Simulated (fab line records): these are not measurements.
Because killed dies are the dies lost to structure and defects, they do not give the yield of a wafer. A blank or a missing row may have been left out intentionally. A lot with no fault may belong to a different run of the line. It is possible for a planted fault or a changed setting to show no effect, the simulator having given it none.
fab line records | flow nandHarc | part 2 of 2: steps 5 to 6 of 6
record: lots: 24 wafers: 72 lastDay: 33
route steps=1302 shown P_GATE@172 P_M0@268 P_M1@311 P_M2@343 P_BONDPAD@368
lots that met no fault: taken from a fault-free run of the same line
startH: the number of hours between the record's first day and the start of the first shown wafer of the lot | waitH: time in hours since the lot's previous step | " repeats the value in the row above | L1.1+2: a row that stands for several wafers | - no value present, or no start provided | * or withheld: withheld | < > ~ a bound
route shown NAME@n: names a module that has steps shown in the file, with the first one's number in the route | usual: the fault-free wafers' mean and standard deviation | same: alike in all rows | chamber/n: place in a boat | sites: each site's reading | _std_site: the standard deviation of these | _edge_site: the outer-site mean with the inner-site mean subtracted | radiusMm: for every site, how far away it sits from the centre of the wafer | mask NAME#n: copy n | behind: tool/chamber where the wafer was last shaped | hold: reason for holding the lot/hours on hold/outcome of the hold | device: names the non-switching transistor (n, p or np) | end of line: the route-end tests of the same wafers | a step given without rows: its recipe and nothing more | killed: count of dies lost to structure and defects at first sort (not the wafer's yield) | map: dies across one wafer; x = killed, . = not, _ = none there
set.NAME: the run value of the setting; set.NAME@STEP: its run value at that earlier step | model.NAME: the simulator's own value behind a step, which no gauge read
a sample of lots followed through the steps of the route, with each step as a table and each wafer as a row
services: a tool's chamber out of use, with start hour (startH, from the record's first day; less than 0 if before it), hours out, and reason
== steps ==
step: NHARC_P_BONDPAD_ETCH_37
recipe: targetDepthA: 600 overetchA: 180 timeS: 65.91 ionEnergyEv: 200 n2FlowSccm: 150 h2FlowSccm: 150 arFlowSccm: 0 rfW: 400 biasW: 150 chemistry: N2/H2
usual: drypumpMotorCurrentA: 5.9/0.49 oesProductAu: 1.000/0.0074 rfVppV: 431.1/2.3 showerheadPlenumPTorr: 2.07/0.076 throttleValvePct: 14.171/0.0087
columns lot.wafer tool chamber startH waitH drypumpMotorCurrentA oesProductAu rfHoursCounterH rfVppV showerheadPlenumPTorr throttleValvePct
L074.3 rieDiel-02 0 131.56 0.1 6.0 0.993 5.5 430.6 2.06 14.178
L074.1 " 1 " " 6.5 1.000 5.3 427.1 1.97 14.175
L074.6 " 1 " " 6.5 1.000 - 429.8 1.97 14.167
L075.3 rieDiel-02 1 144.16 0.1 6.5 0.996 6.1 427.4 1.97 14.173
L075.4 " 2 " " 5.1 1.009 6.1 429.2 2.01 14.180
L075.2 " 3 " " 5.7 1.004 5.9 434.1 2.16 14.181
L076.2 rieDiel-02 1 154.89 0.1 6.5 1.002 6.2 427.7 1.97 14.166
L076.3 " 2 " " 5.1 0.987 6.3 429.3 2.01 14.169
L076.1 " 3 " " 5.8 1.002 6.2 433.8 2.16 14.159
L077.4 rieDiel-05 0 167.44 0.1 6.3 1.012 6.4 431.7 2.09 14.183
L077.1 " 2 " " 5.0 1.008 6.2 435.2 2.20 14.174
L077.5 " 3 " " 6.0 1.002 - 433.7 2.14 14.168
L078.3 rieDiel-01 1 172.38 0.1 6.2 0.996 3.0 429.3 1.98 14.170
L078.2 " 3 " " 6.6 0.988 3.3 433.7 2.16 14.158
L078.5 " 1 " " 6.1 1.011 - 429.5 1.98 14.168
L079.2 rieDiel-01 1 184.60 0.1 6.2 1.002 3.4 427.3 1.98 14.175
L079.3 " 3 " " 6.5 0.993 3.6 433.3 2.16 14.161
L079.5 " 2 " " 5.8 0.996 - 430.4 2.04 14.188
L080.2 rieDiel-02 0 194.01 0.1 5.9 0.993 8.2 432.1 2.06 14.165
L080.1 " 1 " " 6.5 0.997 8.5 428.5 1.97 14.180
L080.5 " 3 " " 5.7 1.007 - 433.4 2.16 14.174
L081.2 rieDiel-05 1 205.04 0.1 5.7 1.001 11.2 434.3 2.15 14.170
L081.1 " 3 " " 6.0 1.008 8.4 432.6 2.14 14.177
L081.5 " 1 " " 5.7 1.001 - 434.1 2.15 14.173
L082.4 rieDiel-02 0 216.80 0.1 6.0 1.006 8.9 431.0 2.06 14.181
L082.1 " 1 " " 6.5 1.005 9.4 430.1 1.97 14.153
L082.6 " 1 " " 6.5 1.003 - 427.8 1.97 14.151
L083.3 rieDiel-01 0 220.54 0.1 5.2 1.003 0.0 429.3 2.01 14.170
L083.2 " 2 " " 5.8 0.993 0.1 430.0 2.04 14.167
L083.6 " 0 " " 5.2 1.004 - 429.8 2.01 14.168
L084.4 rieDiel-05 2 238.85 0.1 5.1 0.998 0.0 436.1 2.20 14.179
L084.1 " 3 " " 6.0 0.990 0.0 434.0 2.14 14.161
L084.5 " 2 " " 5.1 0.995 - 434.7 2.20 14.177
L085.2 rieDiel-05 3 244.93 0.1 6.0 1.002 1.0 433.2 2.14 14.177
L085.6 " 0 " " 6.3 1.007 - 433.3 2.09 14.170
L085.5 " 1 " " 5.7 1.015 - 433.9 2.15 14.183
L086.4 rieDiel-02 0 259.49 0.1 6.0 1.001 2.1 431.1 2.06 14.182
L086.2 " 2 " " 5.1 1.003 1.7 430.1 2.00 14.167
L086.5 " 0 " " 6.0 0.998 - 431.5 2.06 14.156
L087.3 rieDiel-01 3 260.63 0.1 6.6 0.999 1.2 433.0 2.16 14.172
L087.2 " 0 " " 5.2 0.999 1.3 429.4 2.01 14.187
L087.4 " 2 " " 5.8 0.991 1.3 430.6 2.04 14.177
L089.3 rieDiel-01 0 289.49 0.1 5.2 1.004 1.6 430.2 2.01 14.152
L089.1 " 1 " " 6.2 0.990 1.7 427.1 1.98 14.166
L089.4 " 2 " " 5.8 0.989 1.6 431.3 2.04 14.170
L088.4 rieDiel-02 1 290.57 0.1 6.4 1.010 4.2 429.3 1.97 14.181
L088.3 " 3 " " 5.7 1.019 3.5 432.2 2.16 14.183
L088.6 " 1 " " 6.5 1.007 - 428.1 1.97 14.161
L091.1 rieDiel-02 0 308.83 0.1 6.0 1.006 5.5 431.0 2.06 14.180
L091.3 " 2 " " 5.1 1.000 4.1 427.6 2.00 14.171
L091.4 " 3 " " 5.7 1.013 4.7 435.6 2.16 14.157
L090.4 rieDiel-02 3 309.29 0.1 5.7 1.010 4.8 433.5 2.16 14.175
L090.5 " 2 " " 5.1 1.008 - 430.3 2.00 14.199
L090.6 " 3 " " 5.7 1.002 - 432.8 2.16 14.170
L092.2 rieDiel-02 2 325.34 0.1 5.1 0.996 5.1 429.6 2.00 14.173
L092.4 " 2 " " 5.1 0.997 - 428.7 2.00 14.170
L092.6 " 0 " " 5.9 1.000 - 433.1 2.06 14.168
L094.2 rieDiel-01 0 336.07 0.1 5.2 1.006 3.1 430.2 2.01 14.182
L094.6 " 2 " " 5.8 0.986 - 430.3 2.04 14.176
L094.5 " 3 " " 6.6 0.995 - 433.2 2.16 14.178
L095.4 rieDiel-01 1 337.10 0.1 6.1 0.992 3.3 427.8 1.98 14.174
L095.1 " 3 " " 6.6 0.995 2.2 434.1 2.16 14.166
L095.5 " 1 " " 6.2 0.988 - 427.6 1.98 14.179
L093.1 rieDiel-01 3 342.38 0.1 6.6 0.998 2.3 434.4 2.16 14.167
L093.6 " 2 " " 5.8 0.994 - 429.5 2.04 14.177
L093.5 " 3 " " 6.6 1.002 - 432.9 2.16 14.163
L096.1 rieDiel-01 0 351.74 0.1 5.2 1.003 3.5 430.4 2.01 14.180
L096.6 " 1 " " 6.2 0.983 - 429.4 1.98 14.178
L096.5 " 2 " " 5.8 0.993 - 430.6 2.04 14.162
L097.1 rieDiel-05 0 362.72 0.1 6.3 0.999 9.0 430.3 2.09 14.163
L097.2 " 2 " " 5.1 1.009 7.7 432.8 2.19 14.174
L097.6 " 0 " " 6.3 1.006 - 430.9 2.09 14.167
step: NHARC_P_BONDPAD_ETCH_24
recipe: targetDepthA: 300 overEtchFrac: 0.3 timeS: 72.99 ionEnergyEv: 150 cf4FlowSccm: 50 n2FlowSccm: 100 arFlowSccm: 150 rfW: 300 biasW: 100 chemistry: CF4/N2
usual: drypumpMotorCurrentA: 5.8/0.47 oesProductAu: 1.003/0.0084 rfVppV: 315.1/1.6 showerheadPlenumPTorr: 2.68/0.088 throttleValvePct: 19.795/0.0093
same: overEtchFrac: 0.3
columns lot.wafer tool chamber startH waitH drypumpMotorCurrentA oesProductAu rfHoursCounterH rfVppV showerheadPlenumPTorr throttleValvePct
L074.1 rieDiel-02 1 132.08 0.1 6.4 1.002 5.5 314.1 2.54 19.796
L074.3 " 2 " " 5.1 1.011 5.5 313.4 2.59 19.797
L074.6 " 2 " " 5.2 1.009 - 314.2 2.59 19.784
L075.2 rieDiel-01 0 - - 5.2 1.000 3.0 314.2 2.59 19.788
L075.4 " 1 " " 6.2 1.010 2.6 312.4 2.55 19.793
L075.3 " 3 " " 6.5 1.002 2.9 315.3 2.77 19.790
L076.2 rieDiel-05 3 - - 6.0 1.015 5.2 317.0 2.74 19.784
L076.3 " 0 " " 6.4 1.013 6.2 315.0 2.69 19.789
L076.1 " 1 " " 5.7 1.015 6.9 314.9 2.76 19.810
L077.4 rieDiel-05 3 - - 6.0 1.001 5.6 315.9 2.74 19.798
L077.1 " 0 " " 6.4 1.011 6.5 315.7 2.69 19.786
L077.5 " 3 " " 6.0 1.011 - 317.3 2.74 19.784
L078.2 rieDiel-02 2 - - 5.1 0.993 7.1 313.7 2.58 19.791
L078.3 " 1 " " 6.5 0.983 7.7 312.8 2.54 19.806
L078.5 " 2 " " 5.1 1.005 - 314.0 2.59 19.801
L079.2 rieDiel-05 3 - - 6.0 1.009 6.4 314.9 2.74 19.794
L079.3 " 1 " " 5.7 1.014 8.3 315.7 2.76 19.793
L079.5 " 0 " " 6.3 1.012 - 314.6 2.69 19.791
L080.2 rieDiel-05 0 194.49 0.2 6.4 1.022 8.4 315.9 2.69 19.796
L080.1 " 1 " " 5.7 1.010 9.2 315.6 2.76 19.795
L080.5 " 3 " " 6.0 1.005 - 314.6 2.74 19.803
L081.1 rieDiel-02 1 - - 6.5 0.985 9.3 312.7 2.54 19.805
L081.2 " 0 " " 6.0 0.996 8.8 316.0 2.65 19.783
L081.5 " 1 " " 6.5 1.003 - 313.3 2.54 19.817
L082.4 rieDiel-05 1 - - 5.8 1.007 11.5 317.6 2.76 19.801
L082.1 " 0 " " 6.3 1.002 9.8 316.2 2.69 19.800
L082.6 " 1 " " 5.7 1.010 - 316.4 2.76 19.785
L083.2 rieDiel-05 1 - - 5.7 1.009 11.6 316.4 2.76 19.785
L083.3 " 2 " " 5.1 1.004 9.7 317.5 2.81 19.807
L083.6 " 0 " " 6.4 1.020 - 315.0 2.69 19.779
L084.1 rieDiel-02 3 - - 5.7 1.020 0.3 317.9 2.77 19.779
L084.4 " 2 " " 5.1 1.003 0.3 312.5 2.58 19.811
L084.5 " 0 " " 6.0 1.007 - 316.3 2.65 19.799
L085.2 rieDiel-02 0 - - 6.0 1.001 1.1 313.7 2.65 19.800
L085.5 " 0 " " 6.0 1.002 - 315.3 2.65 19.783
L085.6 " 1 " " 6.5 1.005 - 312.7 2.54 19.767
L086.4 rieDiel-02 3 - - 5.7 1.003 1.8 315.6 2.77 19.793
L086.2 " 2 " " 5.1 1.002 1.8 314.5 2.58 19.807
L086.5 " 3 " " 5.7 0.999 - 315.9 2.77 19.792
L087.4 rieDiel-02 3 - - 5.7 1.002 1.9 317.1 2.77 19.803
L087.2 " 0 " " 6.0 1.004 2.3 313.2 2.65 19.788
L087.3 " 1 " " 6.5 1.009 2.2 313.1 2.54 19.806
L089.3 rieDiel-02 0 - - 6.0 0.992 4.4 313.7 2.65 19.798
L089.4 " 2 " " 5.1 1.002 3.2 312.8 2.58 19.798
L089.1 " 3 " " 5.7 0.999 3.5 316.8 2.77 19.778
L088.4 rieDiel-05 1 - - 5.7 1.003 4.5 316.6 2.76 19.784
L088.3 " 2 " " 5.1 0.986 3.2 317.2 2.81 19.804
L088.6 " 1 " " 5.7 0.998 - 315.7 2.76 19.787
L091.3 rieDiel-05 3 - - 6.0 0.996 5.7 315.4 2.74 19.790
L091.1 " 1 " " 5.7 0.997 5.9 316.3 2.76 19.795
L091.4 " 2 " " 5.1 0.995 4.1 318.7 2.81 19.799
L090.4 rieDiel-05 2 - - 5.1 1.008 4.2 317.0 2.81 19.796
L090.5 " 0 " " 6.4 1.003 - 316.9 2.68 19.784
L090.6 " 1 " " 5.7 1.005 - 315.8 2.76 19.785
L092.2 rieDiel-02 0 325.87 0.2 5.9 1.009 7.0 315.1 2.65 19.799
L092.6 " 0 " " 6.0 1.009 - 315.3 2.65 19.793
L092.4 " 2 " " 5.1 1.003 - 313.3 2.58 19.804
L094.2 rieDiel-02 0 - - 6.0 1.023 7.3 315.0 2.65 19.797
L094.6 " 1 " " 6.5 1.008 - 311.5 2.54 19.807
L094.5 " 2 " " 5.1 0.999 - 312.4 2.58 19.797
L095.1 rieDiel-02 3 - - 5.7 1.022 6.6 316.5 2.77 19.811
L095.4 " 0 " " 6.0 1.004 7.4 314.7 2.65 19.817
L095.5 " 3 " " 5.7 1.006 - 315.6 2.77 19.780
L093.1 rieDiel-05 3 - - 6.0 0.997 7.8 316.2 2.74 19.783
L093.6 " 2 " " 5.1 0.998 - 318.0 2.81 19.809
L093.5 " 3 " " 6.0 1.006 - 315.6 2.74 19.791
L096.1 rieDiel-02 3 - - 5.7 1.006 7.8 316.0 2.77 19.794
L096.5 " 2 " " 5.1 1.000 - 312.0 2.58 19.799
L096.6 " 3 " " 5.7 1.001 - 317.3 2.77 19.790
L097.2 rieDiel-02 2 - - 5.1 0.998 7.2 313.4 2.58 19.784
L097.1 " 3 " " 5.8 1.002 8.1 317.3 2.77 19.812
L097.6 " 1 " " 6.5 1.013 - 313.5 2.54 19.794
== services ==
columns tool chamber startH hours kind
cmp-03 - 88.27 2.0 repair
cmp-04 - 97.51 0.3 repair
cmp-04 - 111.00 4.0 pm
rieDiel-07 - 117.20 9.0 pm
rieDiel-02 3 127.34 9.4 repair
rieDiel-05 - 130.95 1.1 repair
rieDiel-07 2 133.93 11.8 repair
rieDiel-02 0 134.11 9.6 repair
rieDiel-02 - 146.96 0.5 repair
cmp-03 - 162.05 4.0 pm
rieDiel-07 3 199.32 8.3 repair
cmp-03 - 201.72 1.2 repair
rieDiel-02 1 218.28 6.1 repair
cmp-03 - 218.32 3.2 repair
rieDiel-05 - 229.60 9.0 pm
rieDiel-05 2 257.82 16.8 repair
cmp-03 - 260.05 4.0 pm
rieDiel-07 2 260.33 5.0 repair
rieDiel-07 1 274.83 37.0 repair
rieDiel-07 - 294.20 9.0 pm
cmp-03 - 300.79 0.4 repair
rieDiel-05 3 302.40 5.9 repair
rieDiel-02 1 323.96 3.4 repair
cmp-03 - 358.05 4.0 pm
